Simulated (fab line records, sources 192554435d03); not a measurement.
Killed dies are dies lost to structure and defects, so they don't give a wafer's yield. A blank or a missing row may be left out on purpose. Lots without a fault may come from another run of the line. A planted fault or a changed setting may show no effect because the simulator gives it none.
Chamber matching | flow n5_finfet | N5_BEOL_M13_DEP_53 on pecvd-03: 3 sister chambers
The step deposits SiCN from 3MS/NH3, target thk 50 nm, time 17.8 s. 6 wafers are shown with their chamber, then 12 later ones without.

WAFERS WITH THEIR CHAMBER
wafer  | chamber | showerhead_plenum_p_Torr (Torr) | throttle_valve_pct (%)
L092.1 | 0       | 4.195                           | 19.6
L092.2 | 1       | 4.140                           | 18.7
L092.3 | 2       | 4.139                           | 17.4
L092.4 | 0       | 4.188                           | 19.6
L092.5 | 1       | 4.139                           | 18.4
L092.6 | 2       | 4.129                           | 17.3

WAFERS WITHOUT THEIR CHAMBER
wafer  | showerhead_plenum_p_Torr (Torr) | throttle_valve_pct (%)
L094.2 | 4.147                           | 17.4
L094.3 | 4.182                           | 19.4
L094.4 | 4.130                           | 18.5
L093.1 | 4.141                           | 18.7
L093.2 | 4.194                           | 19.8
L093.3 | 4.131                           | 17.5
L093.4 | 4.142                           | 18.6
L093.5 | 4.148                           | 17.7
L093.6 | 4.181                           | 19.6
L097.4 | 4.150                           | 17.2
L097.5 | 4.131                           | 18.7
L097.6 | 4.182                           | 19.6

WHICH CHAMBER EACH WENT THROUGH
wafer  | from the rows above | in truth
L094.2 | 2                   | 2
L094.3 | 0                   | 0
L094.4 | 1                   | 1
L093.1 | 1                   | 1
L093.2 | 0                   | 0
L093.3 | 2                   | 2
L093.4 | 1                   | 1
L093.5 | 2                   | 2
L093.6 | 0                   | 0
L097.4 | 2                   | 2
L097.5 | 1                   | 1
L097.6 | 0                   | 0
Placed correctly: 12 of 12. Can't be placed from these rows: 0. Placed wrongly: 0.
How it was worked out, from the rows above alone: a wafer's distance from a chamber is the root of the sum, over the readings, of the square of ((its reading less the chamber's mean) divided by the reading's scatter). The wafer belongs to the nearest chamber; if the next one is less than 2 further off, it can't be placed. A chamber's mean is the mean of its shown wafers. The scatter: the root of (the sum of the squares of (reading less its chamber's mean) over the shown wafers, divided by (wafers less chambers)).
